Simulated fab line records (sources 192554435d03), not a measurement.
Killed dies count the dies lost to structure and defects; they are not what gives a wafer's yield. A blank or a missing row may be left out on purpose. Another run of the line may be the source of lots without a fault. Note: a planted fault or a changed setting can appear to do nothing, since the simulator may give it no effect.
Split-lot study / flow n5_finfet / 21 wafers read from 7 lots, route of 1938 steps

THE SPLIT
At N5_BEOL_M5_ILD_DEP_00 (deposits SiCOH lowk from DEMS/porogen, target thk 140.64 nm, time 25.9 s), the setting temp_c was moved away from the recipe's 300 C on 9 of the 21 wafers read, by +0.6% to +1.9%. All remaining wafers had this setting at the recipe value.

BETWEEN THE SPLIT AND THE READING: the file shows 1 step in between
- N5_BEOL_M5_CURE_79: cures SiCOH lowk, time 240 s

THE READING
M5_ILD_THK at N5_BEOL_M5_THK_MEAS_01, in nm. A value of 120.6 nm with a standard deviation of 1.6 nm is what fault-free wafers of this fab line usually give.

wafer=L076.1; tool, chamber at the split=pecvd-01, 0; temp_c as run, C=305.7; against the recipe=+1.9%; M5_ILD_THK, nm=115.3; against lot-mates on the recipe=-5.5
wafer=L076.3; tool, chamber at the split=pecvd-01, 1; temp_c as run, C=305.7; against the recipe=+1.9%; M5_ILD_THK, nm=113.8; against lot-mates on the recipe=-7.0
wafer=L076.6; tool, chamber at the split=pecvd-01, 2; temp_c as run, C=300; against the recipe=recipe; M5_ILD_THK, nm=120.8; against lot-mates on the recipe=-
wafer=L080.2; tool, chamber at the split=pecvd-01, 0; temp_c as run, C=303.6; against the recipe=+1.2%; M5_ILD_THK, nm=118.9; against lot-mates on the recipe=-4.3
wafer=L080.4; tool, chamber at the split=pecvd-01, 1; temp_c as run, C=303.6; against the recipe=+1.2%; M5_ILD_THK, nm=117.8; against lot-mates on the recipe=-5.4
wafer=L080.6; tool, chamber at the split=pecvd-01, 0; temp_c as run, C=300; against the recipe=recipe; M5_ILD_THK, nm=123.2; against lot-mates on the recipe=-
wafer=L079.2; tool, chamber at the split=pecvd-03, 0; temp_c as run, C=302.8; against the recipe=+0.9%; M5_ILD_THK, nm=116.4; against lot-mates on the recipe=-3.3
wafer=L079.3; tool, chamber at the split=pecvd-03, 2; temp_c as run, C=302.8; against the recipe=+0.9%; M5_ILD_THK, nm=117.5; against lot-mates on the recipe=-2.2
wafer=L079.5; tool, chamber at the split=pecvd-03, 0; temp_c as run, C=300; against the recipe=recipe; M5_ILD_THK, nm=119.7; against lot-mates on the recipe=-
wafer=L084.3; tool, chamber at the split=pecvd-03, 2; temp_c as run, C=300; against the recipe=recipe; M5_ILD_THK, nm=118.7; against lot-mates on the recipe=-
wafer=L084.4; tool, chamber at the split=pecvd-03, 1; temp_c as run, C=300; against the recipe=recipe; M5_ILD_THK, nm=120.4; against lot-mates on the recipe=-
wafer=L084.6; tool, chamber at the split=pecvd-03, 2; temp_c as run, C=302.1; against the recipe=+0.7%; M5_ILD_THK, nm=119.2; against lot-mates on the recipe=-0.4
wafer=L088.2; tool, chamber at the split=pecvd-03, 1; temp_c as run, C=301.7; against the recipe=+0.6%; M5_ILD_THK, nm=118.1; against lot-mates on the recipe=-2.5
wafer=L088.4; tool, chamber at the split=pecvd-03, 1; temp_c as run, C=301.7; against the recipe=+0.6%; M5_ILD_THK, nm=120.8; against lot-mates on the recipe=+0.2
wafer=L088.6; tool, chamber at the split=pecvd-03, 0; temp_c as run, C=300; against the recipe=recipe; M5_ILD_THK, nm=120.6; against lot-mates on the recipe=-
wafer=L094.1; tool, chamber at the split=pecvd-02, 0,1; temp_c as run, C=300; against the recipe=recipe; M5_ILD_THK, nm=121.8; against lot-mates on the recipe=-
wafer=L094.3; tool, chamber at the split=pecvd-02, 0; temp_c as run, C=300; against the recipe=recipe; M5_ILD_THK, nm=121.5; against lot-mates on the recipe=-
wafer=L094.5; tool, chamber at the split=pecvd-02, 0,1; temp_c as run, C=300; against the recipe=recipe; M5_ILD_THK, nm=121.8; against lot-mates on the recipe=-
wafer=L097.1; tool, chamber at the split=pecvd-03, 2; temp_c as run, C=300; against the recipe=recipe; M5_ILD_THK, nm=117.7; against lot-mates on the recipe=-
wafer=L097.2; tool, chamber at the split=pecvd-03, 1; temp_c as run, C=300; against the recipe=recipe; M5_ILD_THK, nm=117.0; against lot-mates on the recipe=-
wafer=L097.6; tool, chamber at the split=pecvd-03, 2; temp_c as run, C=300; against the recipe=recipe; M5_ILD_THK, nm=119.1; against lot-mates on the recipe=-
Rows listing several chambers each stand for several wafers; the file does not say which wafer went through which chamber.

THE FIT
A straight line over all 21 wafers: M5_ILD_THK changes by -2.67 nm for each +1% of temp_c; r = -0.74; the points scatter about the line by 1.6 nm.
The same after taking each lot's own level away (the mean of its wafers on the recipe; 21 wafers): -3.34 nm for each +1%; r = -0.92; scatter 0.92 nm.
On that fit, the largest move of temp_c shifts the reading by 6.3 nm.
Measured against the standard deviation above, the lots' own levels, which go from 117.93 to 123.20 nm, span 3.3 times it.
So the lot-to-lot level blurs the effect unless lot-mates are compared.
Check: -6.52 nm against its lot-mates is what the line predicts for one of the wafers moved furthest among these (+1.9%) when that wafer is left out of the fit. Against them it came out at -5.5 nm.

OTHER SPLITS APPLIED TO THESE WAFERS
Before the reading, these wafers also passed through other splits. Each is held against what the fit with the lots' levels taken away leaves over:
other split on the same wafers=N5_BEOL_M2_EXPOSE_08 dose_mj; wafers away from the commonest value=6; r with M5_ILD_THK (lot level and that fit taken away)=+0.14
other split on the same wafers=N5_BEOL_M3_TRENCH_ETCH_37 time_s; wafers away from the commonest value=3; r with M5_ILD_THK (lot level and that fit taken away)=-0.03

THE WHOLE CHAIN: every reading that the file lists as answering this split, in the file's order
step=N5_BEOL_M5_ILD_DEP_00; what it does=deposits SiCOH lowk from DEMS/porogen, target thk 140.64 nm, time 25.9 s; reading=SiCOH_lowk_of_BEOL_M5_ILD_DEP_00.thk_nm (the simulator's own value, which no gauge read); change (the file's fit)=-3.61 nm for each +1% of the setting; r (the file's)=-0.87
step=N5_BEOL_M5_CURE_79; what it does=cures SiCOH lowk, time 240 s; reading=SiCOH_lowk_of_BEOL_M5_ILD_DEP_00.thk_nm (the simulator's own value, which no gauge read); change (the file's fit)=-3.16 nm for each +1% of the setting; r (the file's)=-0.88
step=N5_BEOL_M5_THK_MEAS_01; what it does=; reading=M5_ILD_THK; change (the file's fit)=-3.13 for each +1% of the setting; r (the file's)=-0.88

FILE'S OWN FIT
M5_ILD_THK changes by -3.13 nm for each +1% of temp_c, r = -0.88.
